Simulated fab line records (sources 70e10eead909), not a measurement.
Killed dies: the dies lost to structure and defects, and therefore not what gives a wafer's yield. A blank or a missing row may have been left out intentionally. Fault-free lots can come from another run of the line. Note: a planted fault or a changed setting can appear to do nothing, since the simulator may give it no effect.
What tool caused it?	flow nand-harc	12 lots with 36 wafers sampled at 5 steps, on a route of 1302 steps

## WHAT THE GAUGES READ, wafer by wafer
NHARC_A_CHANNEL_HOLE_D1_CD_MEAS_30.
lot	measured	on	cd-nm (nm)
L947	day 9 09:42	cd-sem-02	89.9 92.0 92.4
L948	day 9 22:17	cd-sem-02	90.0 91.2 87.9
L952	day 12 02:22	cd-sem-02	89.5 90.5 90.1
L954	day 12 20:28	cd-sem-01	89.2 89.0 91.0
L956	day 13 07:46	cd-sem-03	89.5 87.7 87.9
L960	day 15 05:01	cd-sem-02	89.3 90.6 91.3
L962	day 15 21:20	cd-sem-02	88.9 91.4 90.1
L963	day 16 08:50	cd-sem-03	90.7 90.8 90.7
L964	day 16 11:54	cd-sem-03	87.4 89.4 91.0
L965	day 17 00:21	cd-sem-02	92.0 87.5 88.9
L966	day 17 06:59	cd-sem-03	91.9 92.0 90.5
L967	day 18 02:05	cd-sem-02	90.8 92.8 90.7

NHARC_END_SORT_01.
lot	measured	on	killed-at-array	killed-at-other	killed-at-periphery	killed-dies	killed-open	killed-short
L952	day 27 10:55	prober-02	671 672 674	6 3 1	0 2 2	677 677 677	5 3 7	2 3 2
L954	day 28 15:43	prober-01	672 674 676	1 0 0	4 3 1	677 677 677	3 3 1	3 0 2
L956	day 28 14:54	prober-02	673 670 665	1 1 2	3 6 10	677 677 677	3 1 6	6 3 4

## WHICH TOOL RAN EACH LOT (tool, then ch and the chambers of the sampled wafers, then the start)
lot	NHARC_A_CHANNEL_HOLE_D1_ETCH_26	NHARC_A_CHANNEL_HOLE_D1_ETCH_33	NHARC_A_CHANNEL_HOLE_D1_STRIP_27
L947	har-etch-01 ch 0,1, day 9 07:58	har-etch-01 ch 0,1, day 9 08:10	rie-diel-01 ch 1,2, day 9 09:42 or earlier
L948	har-etch-02 ch 0,1, day 9 20:01	har-etch-02 ch 0,1, day 9 20:13	rie-diel-12 ch 0,1,3, day 9 22:17 or earlier
L952	har-etch-01 ch 0,1, day 12 00:32	har-etch-01 ch 0,1, day 12 00:44	rie-diel-04 ch 0,1, day 12 02:22 or earlier
L954	har-etch-02 ch 0, day 12 18:43	har-etch-02 ch 0, day 12 18:55	rie-diel-04 ch 0,2, day 12 20:28 or earlier
L956	har-etch-02 ch 0,1, day 13 05:59	har-etch-02 ch 0,1, day 13 06:11	rie-diel-12 ch 0,2,3, day 13 07:46 or earlier
L960	har-etch-02 ch 1, day 15 03:16	har-etch-02 ch 1, day 15 03:28	rie-diel-01 ch 0,1,2, day 15 05:01 or earlier
L962	har-etch-02 ch 0,1, day 15 19:39	har-etch-02 ch 0,1, day 15 19:51	rie-diel-01 ch 0,1, day 15 21:20 or earlier
L963	har-etch-01 ch 0,1, day 16 07:06	har-etch-01 ch 0,1, day 16 07:18	rie-diel-04 ch 0,1,3, day 16 08:50 or earlier
L964	har-etch-02 ch 0,1, day 16 10:00	har-etch-02 ch 0,1, day 16 10:12	rie-diel-12 ch 0,1,3, day 16 11:54 or earlier
L965	har-etch-01 ch 0,1, day 16 22:32	har-etch-01 ch 0,1, day 16 22:44	rie-diel-12 ch 1,2,3, day 17 00:21 or earlier
L966	har-etch-01 ch 0,1, day 17 05:15	har-etch-01 ch 0,1, day 17 05:27	rie-diel-04 ch 1,2,3, day 17 06:59 or earlier
L967	har-etch-02 ch 0,1, day 18 00:20	har-etch-02 ch 0,1, day 18 00:32	rie-diel-04 ch 0,1, day 18 02:05 or earlier
- NHARC_A_CHANNEL_HOLE_D1_ETCH_26: etches the open film in C4F8/O2/Ar, time 224.1 s, target depth 300 nm.
- NHARC_A_CHANNEL_HOLE_D1_ETCH_33: etches the open film in C4F8/O2/Ar, time 90 s, target depth 400 nm.
- NHARC_A_CHANNEL_HOLE_D1_STRIP_27: strips in O2.

## WHAT THE TOOLS THEMSELVES READ (means of the sampled wafers that have a number; where no wafer has one, the mark that the record gives instead)
NHARC_A_CHANNEL_HOLE_D1_ETCH_26.
lot	tool	bias-v (V)	c4f8-flow-sccm (sccm)	drypump-motor-current-A (A)	showerhead-plenum-p-Torr (Torr)	throttle-valve-pct (%)
L947	har-etch-01	301.3	11.42	5.65	3.74	24.578
L948	har-etch-02	299.6	11.39	5.59	3.75	24.580
L952	har-etch-01	297.4	11.36	5.66	3.72	24.579
L954	har-etch-02	298.2	11.45	5.33	3.72	24.582
L956	har-etch-02	300.5	11.39	5.59	3.72	24.583
L960	har-etch-02	298.8	11.36	6.05	3.72	24.590
L962	har-etch-02	304.3	11.43	5.82	3.71	24.577
L963	har-etch-01	301.4	11.44	5.65	3.69	24.592
L964	har-etch-02	299.2	11.39	5.82	3.70	24.588
L965	har-etch-01	298.3	11.38	5.66	3.68	24.588
L966	har-etch-01	301.6	11.40	5.64	3.68	24.585
L967	har-etch-02	297.3	11.43	5.82	3.69	24.586

NHARC_A_CHANNEL_HOLE_D1_ETCH_33.
lot	tool	bias-v (V)	c4f8-flow-sccm (sccm)	drypump-motor-current-A (A)	showerhead-plenum-p-Torr (Torr)	throttle-valve-pct (%)
L947	har-etch-01	395	41.70	5.64	3.73	27.622
L948	har-etch-02	402	41.77	5.56	3.74	27.615
L952	har-etch-01	-	-	-	-	-
L954	har-etch-02	-	-	-	-	-
L956	har-etch-02	-	-	-	-	-
L960	har-etch-02	398	41.75	6.06	3.71	27.616
L962	har-etch-02	406	41.73	5.84	3.70	27.622
L963	har-etch-01	396	41.79	5.65	3.68	27.623
L964	har-etch-02	396	41.71	5.81	3.70	27.623
L965	har-etch-01	404	41.64	5.66	3.68	27.618
L966	har-etch-01	400	41.82	5.65	3.67	27.620
L967	har-etch-02	398	41.74	5.83	3.69	27.622

NHARC_A_CHANNEL_HOLE_D1_STRIP_27.
lot	tool	drypump-motor-current-A (A)	oes-product-au (a.u.)	rf-vpp-V (V)	showerhead-plenum-p-Torr (Torr)	throttle-valve-pct (%)
L947	rie-diel-01	6.2	1.010	56.9	3.35	17.044
L948	rie-diel-12	5.8	0.998	57.0	3.43	17.035
L952	rie-diel-04	6.0	1.000	58.2	3.64	17.041
L954	rie-diel-04	5.6	1.003	57.5	3.53	17.034
L956	rie-diel-12	6.0	1.017	58.1	3.50	17.038
L960	rie-diel-01	5.8	0.999	57.5	3.41	17.039
L962	rie-diel-01	6.1	0.989	57.6	3.42	17.036
L963	rie-diel-04	5.8	1.004	57.5	3.67	17.044
L964	rie-diel-12	5.8	0.993	58.1	3.57	17.037
L965	rie-diel-12	5.9	0.998	57.6	3.44	17.038
L966	rie-diel-04	5.6	1.005	58.1	3.60	17.030
L967	rie-diel-04	6.3	0.999	57.9	3.67	17.039

## THE ANSWER, worked out from the rows above alone
Rule: what is usual is taken from the lots themselves. Put in order of their means at a reading, lots are off if they are a third of the lots or fewer, leave a main group of 4 or more, and stand apart from it by a gap of 3 or more times the standard deviation of the main group's means; of several such gaps the widest counts. Not used: any main group whose means are identical at the precision the tables above print for the reading. Also off: a lot with no number at a reading for which 4 or more lots have one. Any other lot the step has rows for is counted as sound. After the gauges, taken in route order, come the tools' own readings; for these a lot's mean is taken, as printed above. At the first step where some lot is off, the reading lying furthest off is the one used; lots without a number count as furthest.
Off: L952, L954, L956, at NHARC_A_CHANNEL_HOLE_D1_ETCH_33 (bias-v). Without a number there: L952, L954, L956. The main group: mean 399 V, standard deviation 3.6.
If a tool, at that step or one of the process steps before it, ran each lot that is off and ran no sound lot following the first of them, it fits. None of those tried fits.

## WHAT THE SIMULATOR HAD PUT IN
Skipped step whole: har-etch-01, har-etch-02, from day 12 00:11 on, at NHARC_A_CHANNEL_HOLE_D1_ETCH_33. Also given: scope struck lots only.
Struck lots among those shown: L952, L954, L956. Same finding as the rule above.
